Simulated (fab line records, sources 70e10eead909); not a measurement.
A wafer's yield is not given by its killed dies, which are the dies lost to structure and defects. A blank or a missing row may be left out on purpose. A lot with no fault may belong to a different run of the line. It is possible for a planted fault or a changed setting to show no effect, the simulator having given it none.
Which of the tools did it? -- flow nand harc -- 24 lots, 72 wafers sampled, at 2 steps of a route of 1302

## WHAT THE GAUGES SHOWED, per wafer
NHARC_A_M0_INSPECT_11. Usual: raw defect count at 88, with a standard deviation of 33.
lot,measured,on,raw defect count,flag
L075,day 23 04:00,defect inspect-02,97 111 97,
L076,day 23 03:50,defect inspect-01,112 131 140,
L074,day 23 05:28,defect inspect-01,111 106 99,
L077,day 23 18:44,defect inspect-02,102 118 105,
L078,day 24 09:26,defect inspect-01,111 90 100,
L079,day 25 06:34,defect inspect-01,127 118 115,
L082,day 25 12:46,defect inspect-02,30 36 40,
L080,day 25 15:12,defect inspect-01,81 107 93,
L081,day 26 19:07,defect inspect-02,129 124 158,
L083,day 26 20:53,defect inspect-01,15 20 12,
L085,day 27 00:26,defect inspect-02,108 121 119,
L084,day 27 04:11,defect inspect-02,96 83 75,
L086,day 27 21:04,defect inspect-01,112 98 110,
L088,day 28 16:11,defect inspect-01,71 84 76,
L090,day 28 20:40,defect inspect-01,85 84 94,
L091,day 28 23:49,defect inspect-01,132 135 173,
L087,day 29 00:47,defect inspect-02,103 87 97,
L089,day 29 02:53,defect inspect-02,72 77 65,
L092,day 29 20:41,defect inspect-02,38 27 45,
L095,day 30 20:07,defect inspect-02,85 94 94,
L094,day 30 23:09,defect inspect-01,25 34 25,
L093,day 31 01:29,defect inspect-02,58 64 69,
L096,day 32 14:47,defect inspect-01,79 88 94,
L097,day 32 16:11,defect inspect-01,92 99 104,

## WHICH TOOL RAN EACH LOT (tool, then ch and the chambers of the sampled wafers, then the start)
lot,NHARC_A_BLC_PVD_32
L075,"pvd sputter-01, day 23 04:00 or earlier"
L076,"pvd sputter-02, day 23 03:50 or earlier"
L074,"pvd sputter-02, day 23 05:28 or earlier"
L077,"pvd sputter-01, day 23 18:44 or earlier"
L078,"pvd sputter-02, day 24 09:26 or earlier"
L079,"pvd sputter-03, day 25 06:34 or earlier"
L082,"pvd sputter-03, day 25 12:46 or earlier"
L080,"pvd sputter-02, day 25 15:12 or earlier"
L081,"pvd sputter-03, day 26 19:07 or earlier"
L083,"pvd sputter-01, day 26 20:53 or earlier"
L085,"pvd sputter-02, day 27 00:26 or earlier"
L084,"pvd sputter-01, day 27 04:11 or earlier"
L086,"pvd sputter-03, day 27 21:04 or earlier"
L088,"pvd sputter-01, day 28 16:11 or earlier"
L090,"pvd sputter-03, day 28 20:40 or earlier"
L091,"pvd sputter-01, day 28 23:49 or earlier"
L087,"pvd sputter-01, day 29 00:47 or earlier"
L089,"pvd sputter-01, day 29 02:53 or earlier"
L092,"pvd sputter-03, day 29 20:41 or earlier"
L095,"pvd sputter-02, day 30 20:07 or earlier"
L094,"pvd sputter-03, day 30 23:09 or earlier"
L093,"pvd sputter-02, day 31 01:29 or earlier"
L096,"pvd sputter-03, day 32 14:47 or earlier"
L097,"pvd sputter-02, day 32 16:11 or earlier"
- NHARC_A_BLC_PVD_32: deposits Ti, target thk 5 nm, time 17.7 s.

## WHAT THE TOOLS THEMSELVES READ (means of the sampled wafers that have a number; where no wafer has one, the mark that the record gives instead)
NHARC_A_BLC_PVD_32. Usual: throttle valve pct at 29.5 %, with a standard deviation of 0.88.
lot,tool,throttle valve pct (%),flag
L075,pvd sputter-01,28.9,
L076,pvd sputter-02,29.4,
L074,pvd sputter-02,29.7,
L077,pvd sputter-01,30.2,
L078,pvd sputter-02,29.4,
L079,pvd sputter-03,29.9,
L082,pvd sputter-03,29.1,
L080,pvd sputter-02,29.3,
L081,pvd sputter-03,29.5,
L083,pvd sputter-01,29.1,
L085,pvd sputter-02,29.4,
L084,pvd sputter-01,29.3,
L086,pvd sputter-03,29.4,
L088,pvd sputter-01,29.8,
L090,pvd sputter-03,29.5,
L091,pvd sputter-01,29.3,
L087,pvd sputter-01,30.0,
L089,pvd sputter-01,29.8,
L092,pvd sputter-03,29.2,
L095,pvd sputter-02,30.2,
L094,pvd sputter-03,29.1,
L093,pvd sputter-02,30.5,
L096,pvd sputter-03,28.7,
L097,pvd sputter-02,30.6,

## THE ANSWER, worked out from the rows above alone
Rule: take the mean of a lot's wafers that have a number; if it is more than 3 standard deviations from the usual mean, the lot is off. Also off: a lot with no number at a reading for which 4 or more lots have one. All remaining lots with rows at the step are treated as sound. The gauges are gone through in route order, then the tools' own readings, and for those a lot's mean is taken as printed above. The first step at which some lot is off is used, and at that step the reading that is off furthest; a lot without a number counts as furthest.
No lot is off on any of the readings shown, so nothing can be concluded from this.

## WHAT THE SIMULATOR HAD PUT IN
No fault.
